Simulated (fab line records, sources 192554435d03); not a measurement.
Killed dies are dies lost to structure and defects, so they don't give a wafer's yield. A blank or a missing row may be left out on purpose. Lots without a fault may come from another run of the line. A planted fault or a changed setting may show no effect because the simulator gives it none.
fab line records | flow n5_finfet
record lots=10 wafers=30 last_day=18
route steps=1938 shown BEOL_M0_SAQP@676 BEOL_M0_CUTY@702 BEOL_M4@1111 PASSIVATION@1936
lots that met no fault: from a run of the same line without faults
start_h: hours from the record's first day to the start of the lot's first wafer shown | wait_h: hours since the lot's step before | " the same as in the row above | L1.1+2: a row that stands for several wafers | - no value, or no start given | * or withheld: withheld | < > ~ a bound
route shown NAME@n: a module of which the file shows steps, and the number in the route of the first | usual: mean/standard deviation of fault-free wafers | same: alike in all rows | chamber/n: place in a boat | sites: the reading at each site | _std_site: their standard deviation | _edge_site: outer sites' mean less inner sites' | radius_mm: how far each site lies from the wafer's centre | mask NAME#n: copy n | behind: the tool/chamber that last shaped the wafer | hold: why the lot was held/for how many hours/how that ended | device: the transistor (n, p or np) that didn't switch | end of line: the same wafers' tests at the end of the route | a step without rows: its recipe alone | killed: dies lost to structure and defects at the first sort, not the wafer's yield | map: a wafer's dies, x killed, . not, _ none there
set.NAME: the setting as run; set.NAME@STEP: as run at that earlier step | model.NAME: the simulator's own value behind a step, which no gauge read
steps of the route over a sample of lots; a table a step, a row a wafer
services: from which hour (start_h, from the record's first day; less than 0 if before it) a tool's chamber was out of use, for how many hours, and why
## steps
# step N5_BEOL_M0_SAQP_SPACER2_ALD_26
# recipe material=SiO2 target_thk_a=150 temp_c=300 ald_precursor_family=BDEAS ald_co_reactant=O2-plasma pulse_time_s=1 purge_time_s=2 co_reactant_purge_time_s=2 pressure_torr=2
# usual heater_power_w=471/47 precursor_pulse_height_rel=0.996/0.019
# columns lot.wafer tool chamber start_h wait_h heater_power_w precursor_pulse_height_rel
L771.1 ald_sin-04 3 115.63 0.2 506 1.009
L771.3 " 0 " " 441 0.978
L771.5 " 0 " " 433 1.006
L775.1 ald_sin-04 1 137.10 0.1 434 0.994
L775.3 " 3 " " 505 0.950
L775.5 " 0 " " 444 0.964
L779.2 ald_sin-04 2 154.19 0.1 553 0.988
L779.3 " 1 " " 453 0.985
L779.4 " 0 " " 449 1.037
L780.1 ald_sin-04 0 163.73 0.1 437 0.992
L780.2 " 2 " " 543 1.018
L780.4 " 1 " " 432 1.024
L792.2 ald_sin-03 0 239.27 0.2 529 0.976
L792.5 " 1 " " 408 1.008
L792.6 " 2 " " 381 1.001
L791.3 ald_sin-03 1 240.03 0.1 409 1.008
L791.4 " 2 " " 389 0.984
L791.5 " 2 " " 382 0.978
L786.3 ald_sin-01 2 242.28 2.2 485 0.998
L786.5 " 0 " " 533 1.010
L786.6 " 1 " " 441 0.988
L787.1 ald_sin-04 3 242.49 2.0 519 1.005
L787.3 " 0 " " 445 1.000
L787.6 " 1 " " 439 1.008
L784.1 ald_sin-04 0 243.01 1.9 439 0.995
L784.2 " 1 " " 446 0.985
L784.3 " 2 " " 538 0.968
L783.3 ald_sin-01 2 243.48 2.1 487 0.991
L783.4 " 1 " " 447 0.981
L783.5 " 3 " " 500 0.966
# step N5_BEOL_M0_SAQP_CD_MEAS_40
# recipe target_cd_nm=30 landing_energy_ev=500 detector=se_inlens
# usual cd_nm=30.03/0.27
# columns lot.wafer tool chamber start_h wait_h cd_nm
L771.1 cd_sem-03 0 116.89 - 30.08
L771.3 " 0 " " 30.15
L771.5 " 0 " " 30.06
L775.1 cd_sem-01 0 138.31 - 29.92
L775.3 " 0 " " 29.84
L775.5 " 0 " " 30.13
L779.2 cd_sem-03 0 155.25 - 29.75
L779.3 " 0 " " 30.32
L779.4 " 0 " " 30.48
L780.1 cd_sem-03 0 164.91 - 30.07
L780.2 " 0 " " 29.67
L780.4 " 0 " " 29.35
L792.2 cd_sem-02 0 240.32 - 29.98
L792.5 " 0 " " 30.46
L792.6 " 0 " " 30.02
L791.3 cd_sem-03 0 241.28 - 30.29
L791.4 " 0 " " 30.14
L791.5 " 0 " " 30.30
L786.3 cd_sem-03 0 243.34 - 29.88
L786.5 " 0 " " 30.09
L786.6 " 0 " " 30.09
L787.1 cd_sem-03 0 243.54 - 29.87
L787.3 " 0 " " 29.96
L787.6 " 0 " " 30.58
L784.1 cd_sem-02 0 244.07 - 30.29
L784.2 " 0 " " 30.20
L784.3 " 0 " " 30.08
L783.3 cd_sem-03 0 244.54 - 29.95
L783.4 " 0 " " 30.06
L783.5 " 0 " " 30.17
# step N5_BEOL_M0_SAQP_DESCUM_45
# recipe chemistry=O2 time_s=7 source_power_w=50 bias_power_w=20 pressure_mtorr=20 rf_frequency_hz=2.712e+07 temp_c=40 resist=CAR-EUV o2_flow_sccm=225
# usual drypump_motor_current_A=5.5/0.68 oes_product_au=0.75/0.068 rf_vpp_V=243.3/1.3 showerhead_plenum_p_Torr=2.10/0.071 temp_c=39.98/0.11 throttle_valve_pct=20.53/0.25
# columns lot.wafer tool chamber start_h wait_h drypump_motor_current_A oes_product_au rf_hours_counter_h rf_vpp_V showerhead_plenum_p_Torr temp_c throttle_valve_pct
L771.1 rie_diel-05 2 117.28 0.3 5.3 0.72 191 245.2 2.15 39.91 20.37
L771.3 " 0 " " 6.7 0.71 183 241.3 1.98 40.10 20.71
L771.5 " 0 " " 6.7 0.71 - 241.7 1.98 40.11 20.73
L775.1 rie_diel-01 0 138.73 0.3 5.0 0.79 145 244.0 2.19 40.19 20.71
L775.3 " 2 " " 5.6 0.78 136 241.0 2.10 39.95 20.69
L775.5 " 3 " " 4.7 0.71 - 242.9 2.09 39.93 20.83
L779.2 rie_diel-01 0 155.63 0.3 5.0 0.77 150 244.5 2.18 39.93 20.70
L779.3 " 3 " " 4.7 0.70 217 242.5 2.09 39.82 20.85
L779.4 " 1 " " 5.2 0.68 218 242.7 2.14 39.91 20.29
L780.1 rie_diel-05 2 165.03 0.0 5.3 0.71 205 245.6 2.15 39.90 20.41
L780.2 " 3 " " 5.0 0.95 12 243.7 2.23 40.02 20.40
L780.4 " 1 " " 6.7 0.74 153 241.0 1.99 40.08 20.46
L792.2 rie_diel-01 0 240.83 0.4 5.0 0.76 179 243.8 2.17 40.19 20.76
L792.5 " 0 " " 5.0 0.75 - 244.5 2.17 40.16 20.76
L792.6 " 3 " " 4.7 0.68 - 241.4 2.08 40.05 20.90
L791.3 rie_diel-06 2 241.62 0.3 6.5 0.88 21 243.0 2.04 40.10 20.01
L791.4 " 3 " " 5.4 0.72 190 242.2 2.06 39.99 20.41
L791.5 " 3 " " 5.4 0.73 - 241.3 2.06 39.83 20.40
L786.3 rie_diel-01 3 243.46 0.0 4.7 0.68 248 242.4 2.08 40.06 20.90
L786.5 " 2 " " 5.6 0.75 - 242.3 2.09 39.99 20.75
L786.6 " 1 " " 5.2 0.67 - 244.2 2.13 39.90 20.33
L787.1 rie_diel-05 3 243.67 0.0 4.9 0.88 42 246.7 2.22 40.11 20.46
L787.3 " 2 " " 5.3 0.68 227 243.9 2.14 39.87 20.43
L787.6 " 1 " " 6.7 0.71 - 242.7 1.98 40.08 20.51
L784.1 rie_diel-01 2 244.23 0.1 5.5 0.75 172 243.4 2.09 39.81 20.73
L784.2 " 3 " " 4.7 0.68 248 243.7 2.08 40.01 20.90
L784.3 " 0 " " 5.0 0.76 180 243.4 2.17 39.99 20.77
L783.3 rie_diel-06 2 244.67 0.0 6.5 0.87 22 242.4 2.04 40.13 20.02
L783.4 " 3 " " 5.4 0.72 191 241.9 2.06 40.04 20.41
L783.5 " 2 " " 6.5 0.88 - 241.8 2.04 40.04 20.04
# step N5_BEOL_M0_CUTY_COAT_51
# recipe resist=CAR-ArF-block spin_rpm=1500 resist_thk_nm=150
# usual spin_speed_rpm=1500.1/0.93
# columns lot.wafer tool chamber start_h wait_h spin_speed_rpm
L771.1 litho_track-03 0 119.00 - 1500.6
L771.3 " 0 " " 1500.3
L771.5 " 0 " " 1501.4
L775.1 litho_track-03 0 139.77 - 1501.1
L775.3 " 0 " " 1499.1
L775.5 " 0 " " 1500.3
L779.2 litho_track-03 0 156.96 - 1499.1
L779.3 " 0 " " 1500.0
L779.4 " 0 " " 1499.4
L780.1 litho_track-04 0 165.99 - 1500.8
L780.2 " 0 " " 1500.2
L780.4 " 0 " " 1500.5
L792.2 litho_track-04 0 242.45 - 1500.2
L792.5 " 0 " " 1500.3
L792.6 " 0 " " 1501.0
L791.3 litho_track-03 0 242.66 - 1499.5
L791.4 " 0 " " 1499.9
L791.5 " 0 " " 1500.2
L786.3 litho_track-02 0 244.64 - 1498.6
L786.5 " 0 " " 1501.2
L786.6 " 0 " " 1499.9
L787.1 litho_track-03 0 244.76 - 1284.7
L787.3 " 0 " " 1282.9
L787.6 " 0 " " 1283.1
L784.1 litho_track-03 0 245.19 - 1281.9
L784.2 " 0 " " 1284.3
L784.3 " 0 " " 1282.5
L783.3 litho_track-02 0 245.99 - 1500.3
L783.4 " 0 " " 1500.5
L783.5 " 0 " " 1500.0
# step N5_BEOL_M4_RC_MEAS_101
# usual DIBL_N=36.3/1.9 DIBL_P=36.0/2.1 IOFF_N=0.16/0.031 IOFF_P=0.21/0.035 ION_N=675/14 ION_P=464/8.5 SS_N=71.5/0.6 SS_P=73.3/0.72 VT_N=250/3.2 VT_P=-250/3.1
# columns lot.wafer tool chamber start_h wait_h DIBL_N[mV/V] DIBL_P[mV/V] IOFF_N[nA/um] IOFF_P[nA/um] ION_N[uA/um] ION_P[uA/um] SS_N[mV/dec] SS_P[mV/dec] VT_N[mV] VT_P[mV]
L771.1 prober-02 0 162.43 0.0 37.9 38.3 0.19 0.27 683 472 71.8 74.1 247 -245
L771.3 " 0 " " 38.2 39.7 0.21 0.31 705 484 71.7 74.4 245 -244
L771.5 " 0 " " 37.5 38.2 0.19 0.27 688 470 71.7 74.0 245 -246
L775.1 prober-02 0 186.04 0.0 36.8 36.4 0.15 0.20 654 452 72.1 73.0 254 -254
L775.3 " 0 " " 35.1 34.4 0.13 0.18 664 455 70.7 72.6 253 -253
L775.5 " 0 " " 34.9 34.6 0.13 0.18 668 459 71.4 73.1 253 -253
L779.2 prober-01 0 202.23 0.2 33.6 31.7 0.10 0.16 667 464 70.8 71.8 257 -254
L779.3 " 0 " " 36.4 35.0 0.14 0.21 675 462 72.4 72.9 252 -248
L779.4 " 0 " " 35.0 34.1 0.12 0.20 663 462 70.9 72.1 255 -249
L780.1 prober-01 0 208.91 0.0 37.2 39.2 0.19 0.23 662 451 72.9 73.5 250 -249
L780.2 " 0 " " 33.7 35.7 0.13 0.18 667 454 70.8 72.9 252 -255
L780.4 " 0 " " 30.6 31.6 0.09 0.13 638 441 70.6 72.3 256 -255
L792.2 prober-02 0 288.12 0.2 38.4 36.3 0.17 0.21 663 453 72.6 73.2 250 -250
L792.5 " 0 " " 35.6 34.7 0.12 0.19 668 464 71.1 73.2 252 -251
L792.6 " 0 " " 38.0 37.4 0.16 0.22 676 460 72.0 74.0 248 -246
L791.3 prober-01 0 289.68 0.3 35.2 36.5 0.14 0.17 678 458 70.4 72.9 248 -257
L791.4 " 0 " " 35.7 36.8 0.16 0.18 681 457 71.7 73.2 248 -254
L791.5 " 0 " " 37.2 39.7 0.19 0.22 698 471 72.5 73.5 246 -250
L787.1 prober-02 0 295.30 0.0 39.3 40.2 0.22 0.29 696 484 72.3 74.4 246 -245
L787.3 " 0 " " 36.0 35.6 0.15 0.19 694 475 70.8 73.4 249 -251
L787.6 " 0 " " 36.2 36.0 0.15 0.20 686 472 71.5 73.3 249 -252
L786.3 prober-01 0 302.67 0.3 33.1 32.6 0.11 0.14 665 450 69.9 72.3 255 -255
L786.5 " 0 " " 37.4 37.9 0.17 0.21 680 470 71.8 73.6 253 -252
L786.6 " 0 " " 33.9 34.1 0.12 0.15 664 453 70.9 72.7 254 -255
L784.1 prober-02 0 320.06 0.0 37.1 36.4 0.16 0.20 672 461 72.1 73.9 255 -252
L784.2 " 0 " " 37.9 38.7 0.19 0.26 674 468 71.9 74.0 250 -248
L784.3 " 0 " " 36.8 35.7 0.15 0.21 676 469 71.6 73.9 251 -250
L783.3 prober-01 0 326.96 0.3 36.0 36.1 0.17 0.25 686 473 71.2 72.8 246 -243
L783.4 " 0 " " 35.6 35.3 0.16 0.23 681 468 71.7 72.9 247 -249
L783.5 " 0 " " 36.2 35.1 0.17 0.22 678 467 71.7 73.2 247 -248
# step N5_PASSIVATION_PROBE_49
# usual defect_limited_yield=91.0/1.5 killed_at_M0_to_M3=32/9.6 killed_at_M4_up=13/4.7 killed_at_contacts=13/7.2 killed_at_front_end=44/13 killed_at_other=4/3.4 killed_dies=106/18 killed_open=70/13 killed_short=35/8 sort_bin_5_function=5.3/0.97 sort_bin_6_memory=3.4/0.73 sort_bin_8_speed=0.00/0.036 sort_n_pass=1074/18 sort_yield_pct=91.0/1.5
# same gross_dies=1180 killed_at_back_side=0 sort_bin_4_leakage[%]=0
# columns lot.wafer tool chamber start_h wait_h defect_limited_yield[%] killed_at_M0_to_M3 killed_at_M4_up killed_at_contacts killed_at_front_end killed_at_other killed_dies killed_open killed_short sort_bin_5_function[%] sort_bin_6_memory[%] sort_bin_8_speed[%] sort_n_pass sort_yield_pct[%]
L775.1 prober-01 - 266.01 0.0 89.3 49 9 16 43 9 126 76 47 6.1 4.1 0 1054 89.3
L775.3 prober-01 - 266.11 0.1 89.3 43 11 20 37 15 126 80 46 6.3 3.9 0 1054 89.3
L775.5 prober-01 - 266.21 0.2 93.7 22 10 4 34 4 74 48 25 4.4 1.6 0 1106 93.7
L786.3 prober-02 - 425.17 0.1 89.3 19 11 13 76 7 126 68 55 6.4 3.9 0 1054 89.3
L786.5 prober-02 - 425.27 0.2 91.3 29 17 12 42 3 103 58 37 5.4 3.0 0 1077 91.3
L786.6 prober-02 - 425.32 0.3 90.3 43 10 10 47 5 115 76 30 4.7 4.2 0 1065 90.3
L783.3 prober-02 - 442.20 0.1 90.3 23 21 21 46 3 114 85 29 5.8 3.7 0 1066 90.3
L783.4 prober-02 - 442.25 0.2 90.8 30 20 16 40 3 109 82 26 5.3 3.6 0 1071 90.8
L783.5 prober-02 - 442.30 0.2 88.8 41 17 43 31 0 132 86 41 6.2 4.2 0 1048 88.8
# killed by level:class
L775.1 BEOL_M0_SAQP:geometric_particle:open=13 BEOL_M0_SAQP:geometric_particle:short=11 BEOL_M3:geometric_particle:open=10 FIN_SAQP:geometric_particle:short=9 MOL_CONTACT_COAG:geometric_particle:open=9 STI_FIN_REVEAL:geometric_particle:open=8 MOL_CONTACT_COAG:geometric_particle:short=7 BEOL_M2:geometric_particle:open=7
L775.3 MOL_CONTACT_COAG:geometric_particle:open=15 BEOL_M0_SAQP:geometric_particle:open=12 FIN_SAQP:geometric_particle:open=11 STI_FIN_REVEAL:geometric_particle:open=9 BEOL_M0_SAQP:geometric_particle:short=9 BEOL_M3:geometric_particle:open=9 FIN_SAQP:geometric_particle:short=8 BEOL_M4:geometric_particle:open=7
L775.5 STI_FIN_REVEAL:geometric_particle:open=7 BEOL_M0_SAQP:geometric_particle:open=7 BEOL_M2:geometric_particle:open=6 STI_FIN_REVEAL:geometric_particle:short=4 GATE_CUT:geometric_particle:short=4 GATE_CUT:geometric_particle:open=4 MOL_CONTACT_COAG:geometric_particle:open=4 BEOL_M0_SAQP:geometric_particle:short=4
L786.3 FIN_SAQP:geometric_particle:short=28 FIN_SAQP:geometric_particle:open=23 MOL_CONTACT_COAG:geometric_particle:open=9 GATE_CUT:geometric_particle:short=8 ILD0:geometric_particle:open=6 BEOL_M2:geometric_particle:open=6 BEOL_M4:geometric_particle:open=5 STARTING-WAFER:geometric_particle:open=4
L786.5 FIN_SAQP:geometric_particle:short=16 MOL_CONTACT_COAG:geometric_particle:open=10 BEOL_M0_SAQP:geometric_particle:short=8 BEOL_M3:geometric_particle:open=8 FIN_SAQP:geometric_particle:open=7 STI_FIN_REVEAL:geometric_particle:open=5 BEOL_M0_SAQP:geometric_particle:open=4 BEOL_M0:geometric_particle:open=4
L786.6 FIN_SAQP:geometric_particle:open=13 BEOL_M2:geometric_particle:open=13 MOL_CONTACT_COAG:geometric_particle:open=10 BEOL_M0_SAQP:geometric_particle:short=10 BEOL_M0_SAQP:geometric_particle:open=7 FIN_SAQP:geometric_particle:short=6 HKMG_FIN:area_etch=6 GATE_CUT:geometric_particle:open=5
L783.3 FIN_SAQP:geometric_particle:open=20 MOL_CONTACT_COAG:geometric_particle:open=17 BEOL_M4:geometric_particle:open=9 BEOL_M1:geometric_particle:open=6 BEOL_M5:geometric_particle:open=6 GATE_CUT:geometric_particle:short=5 FIN_SAQP:geometric_particle:short=4 STI_FIN_REVEAL:geometric_particle:open=4
L783.4 MOL_CONTACT_COAG:geometric_particle:open=13 BEOL_M4:geometric_particle:open=13 FIN_SAQP:geometric_particle:open=12 STI_FIN_REVEAL:geometric_particle:open=7 BEOL_M3:geometric_particle:open=6 BEOL_M0:geometric_particle:open=5 DUMMY_GATE:geometric_particle:open=5 BEOL_M1:geometric_particle:open=5
L783.5 MOL_CONTACT_COAG:geometric_particle:open=34 BEOL_M0_SAQP:geometric_particle:short=11 MOL_CONTACT_COAG:geometric_particle:short=9 BEOL_M1:geometric_particle:open=9 FIN_SAQP:geometric_particle:open=7 BEOL_M4:geometric_particle:open=7 BEOL_M0_SAQP:geometric_particle:open=6 HKMG_FIN:area_etch=5
## services
# columns tool chamber start_h hours kind
rie_diel-05 3 93.56 - clean
rie_diel-05 3 93.56 - consumable_replace:focus_ring
rie_diel-05 3 93.56 - consumable_replace:showerhead
rie_diel-05 3 93.56 27.5 scheduled_down
rie_diel-05 3 93.56 27.5 vent_cycle
ald_sin-03 0 99.52 - clean
ald_sin-03 1 99.52 - clean
ald_sin-03 2 99.52 - clean
ald_sin-03 3 99.52 - clean
ald_sin-03 - 111.24 6.0 pm
ald_sin-03 1 120.41 - calibration
rie_diel-06 2 128.02 - clean
rie_diel-06 2 128.02 - consumable_replace:focus_ring
rie_diel-06 2 128.02 22.3 scheduled_down
rie_diel-06 2 128.02 22.3 vent_cycle
ald_sin-03 - 157.30 0.3 repair
rie_diel-05 2 167.42 14.2 repair
rie_diel-06 - 168.33 28.1 pm
ald_sin-04 3 173.31 5.0 repair
ald_sin-01 3 204.32 16.5 repair
ald_sin-03 3 213.18 5.4 repair
## key
first_sign step=N5_BEOL_M0_CUTY_COAT_51 reading=spin_speed_rpm direction=down sigmas=99+ usual=* struck=*
effect none on later readings
met_at N5_BEOL_M0_CUTY_COAT_51
struck_lots L784,L787
not_acting_at N5_BEOL_M0_SAQP_SPACER2_ALD_26,N5_BEOL_M0_SAQP_CD_MEAS_40,N5_BEOL_M0_SAQP_DESCUM_45
onset_between 242.66 244.76
fault kind=process_parameter_drift tool=litho_track-03 chamber=- onset_h=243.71 steps=N5_BEOL_M0_CUTY_COAT_51 channel=spin_rpm offset=* shape=step end_h=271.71 acts_in=* stated=*
